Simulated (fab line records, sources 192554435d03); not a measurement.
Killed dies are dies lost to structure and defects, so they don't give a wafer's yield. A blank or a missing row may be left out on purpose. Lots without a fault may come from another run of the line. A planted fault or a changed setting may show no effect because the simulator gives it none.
One fault seen from 2 desks | flow n5_finfet | each desk has only its own numbers; what lay behind them comes last

THE DEFECT DESK
What the inspections along the route counted, lot by lot: means of the sampled wafers that have a number. A lot is out of limits, marked OUT, if its mean lies more than 4 standard deviations from the usual mean; the brackets give that distance.
Columns: A = raw_defect_count at N5_BEOL_M13_INSPECT_12, usual 2.0
lot  | first seen here | A
L970 | day 10 07:50    | 0.7
L971 | day 11 02:32    | 2.7
L977 | day 12 11:52    | 1.7
L978 | day 12 22:32    | 2.3
L980 | day 13 09:17    | 3.5
L979 | day 13 13:22    | 0.7
L982 | day 14 03:22    | 1.0
L984 | day 14 08:22    | 3.0
L985 | day 14 13:51    | 3.0
L986 | day 14 20:39    | 2.0
L992 | day 16 11:26    | 1.3
This desk's finding: nothing out of limits on any of the 11 lots.

THE TOOL OWNER'S DESK: cmp-02
The tool's own readings at N5_BEOL_M13_CMP_49 (polishes, stops on SiOC, t overpolish 17.1 s, target thk 420 nm): means of the sampled wafers that have a number, for each lot that ran on this tool. A lot is out of limits, marked OUT, if its mean lies more than 4 standard deviations from the usual mean; the brackets give that distance.
Columns: A = barrier_field_endpoint_s at N5_BEOL_M13_CMP_49, usual 30.3 s; B = edge_zone_pressure_frac at N5_BEOL_M13_CMP_49, usual 0.999; C = head_pressure_psi at N5_BEOL_M13_CMP_49, usual 0.9999 psi; D = motor_current_A at N5_BEOL_M13_CMP_49, usual 6.1 A; E = overpolish_run_s at N5_BEOL_M13_CMP_49, usual 17.099 s; F = slurry_filter_dp_kPa at N5_BEOL_M13_CMP_49, usual 13.54 kPa
lot  | first seen here | A    | B     | C      | D   | E      | F
L979 | day 13 16:26    | 30.0 | 0.999 | 0.9998 | 5.8 | 17.096 | 13.64
L982 | day 14 07:54    | 30.3 | 0.995 | 1.0008 | 5.8 | 17.100 | 13.60
L984 | day 14 15:30    | 30.9 | 0.997 | 0.9980 | 5.7 | 17.091 | 13.56
L985 | day 14 19:21    | 26.4 | 0.999 | 1.0007 | 5.7 | 17.099 | 13.57
This desk's finding: nothing out of limits on any of the 4 lots.

PUT TOGETHER
The defect desk saw nothing out of limits.
The tool owner's desk saw nothing out of limits.

WHAT THE SIMULATOR HAD PUT IN
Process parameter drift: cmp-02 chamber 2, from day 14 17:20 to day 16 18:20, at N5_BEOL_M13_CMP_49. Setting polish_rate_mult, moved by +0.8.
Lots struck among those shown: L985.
